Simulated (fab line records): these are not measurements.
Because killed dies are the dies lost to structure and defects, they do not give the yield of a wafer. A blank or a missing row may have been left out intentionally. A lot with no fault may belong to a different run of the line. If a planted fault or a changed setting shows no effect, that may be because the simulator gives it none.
The same fault as seen by 3 desks | flow n5-finfet | each desk has only its own numbers; what lay behind them comes last

## FROM THE METROLOGY DESK
Lot by lot, what the gauges showed, no matter which tool ran the lot: averages of those sampled wafers that carry a number. Marked OUT: a lot whose mean sits more than 4 standard deviations from the usual mean, which makes it out of limits; the brackets give that distance. Only the readings that lie furthest out on some lot appear, 7 of the 12 it has.
Columns: A = cd-nm at N5_SD_EPI_P_CD_MEAS_09, usual 240.1 nm; B = SD_P_BLK_OVL at N5_SD_EPI_P_OVL_MEAS_10, usual -0.1 nm; C = DIBL_N at N5_BEOL_M4_RC_MEAS_101, usual 36.0 mV/V; D = DIBL_P at N5_BEOL_M4_RC_MEAS_101, usual 36.2 mV/V; E = IOFF_N at N5_BEOL_M4_RC_MEAS_101, usual 0.16 nA/um; F = SS_P at N5_BEOL_M4_RC_MEAS_101, usual 73.3 mV/dec; G = VT_P at N5_BEOL_M4_RC_MEAS_101, usual -251 mV
lot  | first seen here | A     | B    | C    | D    | E    | F    | G
L717 | day 5 05:09     | 239.9 | 0.2  | 36.9 | 36.0 | 0.14 | 73.4 | -255
L720 | day 6 00:33     | 239.8 | -0.3 | 40.1 | 39.3 | 0.19 | 74.5 | -251
L722 | day 6 11:50     | 239.0 | 0.6  | 36.0 | 37.5 | 0.18 | 73.1 | -247
L725 | day 7 07:02     | 239.6 | 1.0  | 36.1 | 35.8 | 0.16 | 72.8 | -247
L729 | day 8 05:55     | 240.4 | -0.5 | 37.5 | 37.4 | 0.17 | 73.9 | -249
This desk's finding: nothing out of limits on any of the 5 lots.

## THE TOOL OWNER'S DESK: rie-diel-03
The tool's own readings at N5_SD_EPI_P_ETCH_37 (etches SOC in N2/H2, overetch 108 nm, time 486 s): means of the sampled wafers that have a number, for each lot that ran on this tool. Marked OUT: a lot whose mean sits more than 4 standard deviations from the usual mean, which makes it out of limits; the brackets give that distance. Only the readings that lie furthest out on some lot appear, 7 of the 8 it has.
Columns: A = bias-w at N5_SD_EPI_P_ETCH_37, usual 133.0 W; B = chamber-pressure-mTorr at N5_SD_EPI_P_ETCH_37, usual 19.998 mTorr; C = drypump-motor-current-A at N5_SD_EPI_P_ETCH_37, usual 5.81 A; D = oes-product-au at N5_SD_EPI_P_ETCH_37, usual 0.73 a.u.; E = rf-fwd-power-W at N5_SD_EPI_P_ETCH_37, usual 2995 W; F = rf-vpp-V at N5_SD_EPI_P_ETCH_37, usual 241.3 V; G = showerhead-plenum-p-Torr at N5_SD_EPI_P_ETCH_37, usual 2.59 Torr
lot  | first seen here | A     | B      | C    | D    | E    | F     | G
L717 | day 5 05:20     | 133.1 | 20.004 | 5.59 | 0.80 | 2996 | 242.1 | 2.60
L722 | day 6 12:29     | 132.3 | 20.010 | 5.65 | 0.82 | 2996 | 242.1 | 2.64
This desk's finding: nothing out of limits on any of the 2 lots.

## THE DEFECT DESK
Lot by lot, what the route's inspections counted, given as the mean of those sampled wafers with a number. Marked OUT: a lot whose mean sits more than 4 standard deviations from the usual mean, which makes it out of limits; the brackets give that distance.
Columns: A = raw-defect-count at N5_SD_EPI_P_INSPECT_11, usual 2.1
lot  | first seen here | A
L717 | day 5 05:12     | 2.3
L720 | day 6 00:37     | 0.7
L722 | day 6 12:02     | 1.3
L725 | day 7 07:06     | 2.7
L729 | day 8 05:59     | 2.7
This desk's finding: nothing out of limits on any of the 5 lots.

## ALL TOGETHER
Nothing out of limits was seen by the metrology desk.
The tool owner's desk saw nothing out of limits.
No out-of-limits result turned up at the defect desk.

## WHAT HAD BEEN PUT IN BY THE SIMULATOR
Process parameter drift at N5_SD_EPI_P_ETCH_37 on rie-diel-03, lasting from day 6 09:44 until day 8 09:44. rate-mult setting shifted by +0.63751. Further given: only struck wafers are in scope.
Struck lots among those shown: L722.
